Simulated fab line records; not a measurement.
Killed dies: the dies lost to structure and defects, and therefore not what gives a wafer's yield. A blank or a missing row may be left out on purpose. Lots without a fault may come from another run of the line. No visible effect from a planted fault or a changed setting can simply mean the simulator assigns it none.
Matching of chambers | flow nand-harc | NHARC_A_CHANNEL_FILL_D1_ALD_02 on ald-hk-01 has 4 sister chambers
The step deposits SiO2, target thk 6 nm, pulse time 10 s, ald cycles 60. 4 wafers are shown with their chamber, then 7 later ones without.

## WAFERS, EACH WITH ITS CHAMBER
wafer  | chamber | heater-power-w (W)
L084.2 | 0       | 457
L085.3 | 3       | 556
L091.3 | 1       | 455
L091.4 | 2       | 443

## WAFERS WITHOUT THEIR CHAMBER
wafer  | heater-power-w (W)
L091.6 | 452
L092.2 | 580
L092.3 | 466
L092.4 | 444
L095.1 | 445
L095.3 | 447
L095.4 | 569

## WHICH CHAMBER EACH ONE RAN IN
wafer  | from the rows above          | in truth
L091.6 | can't be placed: 1 or 0 or 2 | 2
L092.2 | 3                            | 3
L092.3 | can't be placed: 0 or 1 or 2 | 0
L092.4 | can't be placed: 2 or 1 or 0 | 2
L095.1 | can't be placed: 2 or 1 or 0 | 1
L095.3 | can't be placed: 2 or 1 or 0 | 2
L095.4 | 3                            | 3
2 of 7 placed correctly. Cannot be placed on the basis of these rows: 5; the candidates contain the true chamber in 5. 0 placed wrongly.
How it was worked out, from the rows above alone: a wafer's distance from a chamber is the root of the sum, over the readings, of the square of ((its reading less the chamber's mean) divided by the reading's scatter). If the next closest chamber is less than 2 further off than the closest, the wafer can't be placed; otherwise it belongs to the closest. The mean given for a chamber averages the wafers shown for that chamber. The scatter: with one shown wafer a chamber, the root of the mean of the squares of how far each hidden wafer lies from its nearest shown one.
